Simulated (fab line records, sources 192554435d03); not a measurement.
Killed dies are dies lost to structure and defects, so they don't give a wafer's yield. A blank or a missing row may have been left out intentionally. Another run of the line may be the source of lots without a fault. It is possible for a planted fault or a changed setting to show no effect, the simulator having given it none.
Chamber matching    flow n5 finfet    4 sister chambers for N5_BEOL_M3_VIA_ETCH_34 on rie diel-01
The step etches the open film in C4F6/O2, target depth 69.4 nm, time 65.9 s. 4 wafers are shown with their chamber, then 7 later ones without.

== WAFERS, EACH WITH ITS CHAMBER ==
wafer   chamber  showerhead plenum p Torr (Torr)
L678.2  2        2.80
L683.4  3        2.96
L685.2  1        2.70
L685.3  0        2.88

== WAFERS WITHOUT THEIR CHAMBER ==
wafer   showerhead plenum p Torr (Torr)
L685.5  2.95
L693.2  2.79
L693.4  2.87
L693.5  2.95
L696.1  3.03
L696.5  3.03
L696.6  2.78

== CHAMBER TAKEN BY EACH ==
wafer    from the rows above       in truth
L685.5   can't be placed: 3 or 0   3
L693.2   2                         2
L693.4   can't be placed: 0 or 2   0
L693.5   can't be placed: 3 or 0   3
L696.1   3                         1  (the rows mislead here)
L696.5   3                         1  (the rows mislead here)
L696.6   can't be placed: 2 or 1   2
Placed correctly: 1 of 7. Can't be placed from these rows: 4 (the true chamber is among the candidates in 4). Number placed wrongly: 2.
How it was worked out, from the rows above alone: a wafer's distance from a chamber is the root of the sum, over the readings, of the square of ((its reading less the chamber's mean) divided by the reading's scatter). If the next closest chamber is less than 2 further off than the closest, the wafer can't be placed; otherwise it belongs to the closest. The mean given for a chamber averages the wafers shown for that chamber. The scatter: root of mean squared gap, hidden wafer to nearest shown wafer, with one shown wafer a chamber.
